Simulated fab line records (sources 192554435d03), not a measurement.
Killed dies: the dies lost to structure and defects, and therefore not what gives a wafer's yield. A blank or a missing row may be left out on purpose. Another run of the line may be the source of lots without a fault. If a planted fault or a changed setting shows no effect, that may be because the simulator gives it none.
Comparing a struck lot with a sound one + flow n5Finfet + 16 out of 1938 route steps
Sound: the wafers L837.2, L837.5, L837.6. Struck: wafer L844.2 (left out: L844.3, L844.6 of the same lot, which were not struck); the cause appears at the end.
Order at every step that has rows: each side's tool, ch and its chambers, its first start. Under that, the readings that differ: sound wafers + struck wafers + difference of the means + sigmas: that difference in standard deviations of wafers without a fault.
alike: a reading whose means differ by less than 2 such deviations, as well as words and numbers matching on both sides. not compared: withheld readings; readings where some wafer has no value; bounds like >300 that might hide an equal value; numbers whose values overlap and for which the record gives no deviation.
Wherever a step has rows on one side only, a row that says differs or no value, or a row with sigmas, the two part there. When numbers do not overlap yet have no deviation, they are printed without sigmas and do not part them. A reading missing from all wafers of one side parts the sides only when that side holds two or more wafers.

N5_BEOL_M10_ETCH_62: etches SOC in N2/H2, target depth 110 nm, overetch 22 nm, time 165 s.
  sound on rieDiel-01 ch 1,2,3, day 12 17:11; struck on rieDiel-01 ch 0, day 14 05:03
| reading                  | sound       | struck | difference | sigmas |
|--------------------------|-------------|--------|------------|--------|
| drypumpMotorCurrentA (A) | 6.1 5.1 4.9 | 6.8    | +1.4       | +2     |
  alike: oesProductAu, rfVppV, showerheadPlenumPTorr, throttleValvePct
  not compared: rfHoursCounterH
then, 1 step without rows for these wafers: N5_BEOL_M10_STRIP_68 (strips in N2/H2).
N5_BEOL_M10_STRIP_67: strips in CF4.
  sound on rieDiel-01 ch 1,2,3, day 12 17:19; struck on rieDiel-01 ch 0, day 14 05:12
| reading                  | sound       | struck | difference | sigmas |
|--------------------------|-------------|--------|------------|--------|
| drypumpMotorCurrentA (A) | 6.2 5.1 4.9 | 6.8    | +1.4       | +2     |
  alike: oesProductAu, rfVppV, showerheadPlenumPTorr, throttleValvePct
  not compared: rfHoursCounterH
N5_BEOL_M10_HM_OPEN_17: chemistry Cl2/BCl3, target TiN, target depth 20 nm, overetch 6 nm.
  sound on rieMetal-03 ch 0,1, day 12 17:22; struck on rieMetal-02 ch 0, day 14 05:14
  alike: drypumpMotorCurrentA, oesProductAu, throttleValvePct
  not compared: rfHoursCounterH
N5_BEOL_M10_STRIP_19: strips in O2.
  sound on rieDiel-02 ch 2,3, day 12 17:33; struck on rieDiel-05 ch 3, day 14 05:25
  alike: drypumpMotorCurrentA, oesProductAu, rfVppV, showerheadPlenumPTorr, throttleValvePct
  not compared: rfHoursCounterH
N5_BEOL_M10_CD_MEAS_18: pitch 140 nm, target cd 70 nm.
  struck on cdSem-01, day 14 05:29; sound on cdSem-03, day 12 17:37
  alike: cdNm
then, 6 steps without rows for these wafers: N5_BEOL_M10_COAT_63 (time 60 s, resist thk 100 nm); N5_BEOL_M10_COAT_64 (time 60 s, resist thk 30 nm); N5_BEOL_M10_COAT_22 (resist thk 90 nm); N5_BEOL_M10_EBR_24; N5_BEOL_M10_SOFTBAKE_23 (time 60 s); N5_BEOL_M10_EXPOSE_25 (exposes mask V9).
N5_BEOL_M10_PEB_26: peb time 60 s.
  sound on lithoTrack-05 ch 0, day 12 18:53; struck on lithoTrack-01 ch 0, day 14 06:37
then, 1 step without rows for these wafers: N5_BEOL_M10_DEVELOP_27 (develop time 30 s).
N5_BEOL_M10_CD_MEAS_28: target cd 70 nm.
  sound on cdSem-02 ch 0, day 12 18:56; struck on cdSem-03 ch 0, day 14 06:41
| reading   | sound          | struck | difference | sigmas |
|-----------|----------------|--------|------------|--------|
| cdNm (nm) | 70.6 70.8 70.6 | 73.4   | +2.7       | +3     |
N5_BEOL_M10_OVL_MEAS_29:
  sound on overlay-02 ch 0, day 12 18:58; struck on overlay-01 ch 0, day 14 06:43
  alike: V9_OVL

== WHERE THEY PART ==
Last at N5_BEOL_M10_CD_MEAS_28 as far as this record goes, first at N5_BEOL_M10_ETCH_62. Later steps at which nothing parts them and some readings are alike: N5_BEOL_M10_OVL_MEAS_29.

WHY: the cause the simulator had injected
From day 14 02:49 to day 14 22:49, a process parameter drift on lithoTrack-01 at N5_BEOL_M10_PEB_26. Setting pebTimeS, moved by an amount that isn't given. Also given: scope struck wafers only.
